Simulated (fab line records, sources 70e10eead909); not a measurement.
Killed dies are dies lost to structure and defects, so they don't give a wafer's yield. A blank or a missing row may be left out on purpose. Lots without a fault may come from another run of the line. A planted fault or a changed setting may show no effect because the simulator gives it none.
Chamber matching | flow nand_harc | NHARC_P_GATE_ALD_36 on ald_sin-01: 4 sister chambers
The step deposits SiNx, target thk 20 nm, pulse time 60 s, ald cycles 223. 4 wafers are shown with their chamber, then 8 later ones without.

WAFERS WITH THEIR CHAMBER
wafer  | chamber | heater_power_w (W)
L078.4 | 1       | 686
L085.6 | 0       | 763
L089.6 | 2       | 698
L091.3 | 3       | 775

WAFERS WITHOUT THEIR CHAMBER
wafer  | heater_power_w (W)
L091.5 | 662
L091.6 | 690
L094.2 | 776
L094.4 | 666
L094.6 | 761
L096.2 | 673
L096.3 | 685
L096.1 | 770

WHICH CHAMBER EACH WENT THROUGH
wafer  | from the rows above     | in truth
L091.5 | can't be placed: 1 or 2 | 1
L091.6 | can't be placed: 1 or 2 | 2
L094.2 | can't be placed: 3 or 0 | 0
L094.4 | can't be placed: 1 or 2 | 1
L094.6 | can't be placed: 0 or 3 | 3
L096.2 | can't be placed: 1 or 2 | 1
L096.3 | can't be placed: 1 or 2 | 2
L096.1 | can't be placed: 3 or 0 | 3
Placed correctly: 0 of 8. Can't be placed from these rows: 8 (the true chamber is among the candidates in 8). Placed wrongly: 0.
How it was worked out, from the rows above alone: a wafer's distance from a chamber is the root of the sum, over the readings, of the square of ((its reading less the chamber's mean) divided by the reading's scatter). The wafer belongs to the nearest chamber; if the next one is less than 2 further off, it can't be placed. A chamber's mean is the mean of its shown wafers. The scatter: with one shown wafer a chamber, the root of the mean of the squares of how far each hidden wafer lies from its nearest shown one.
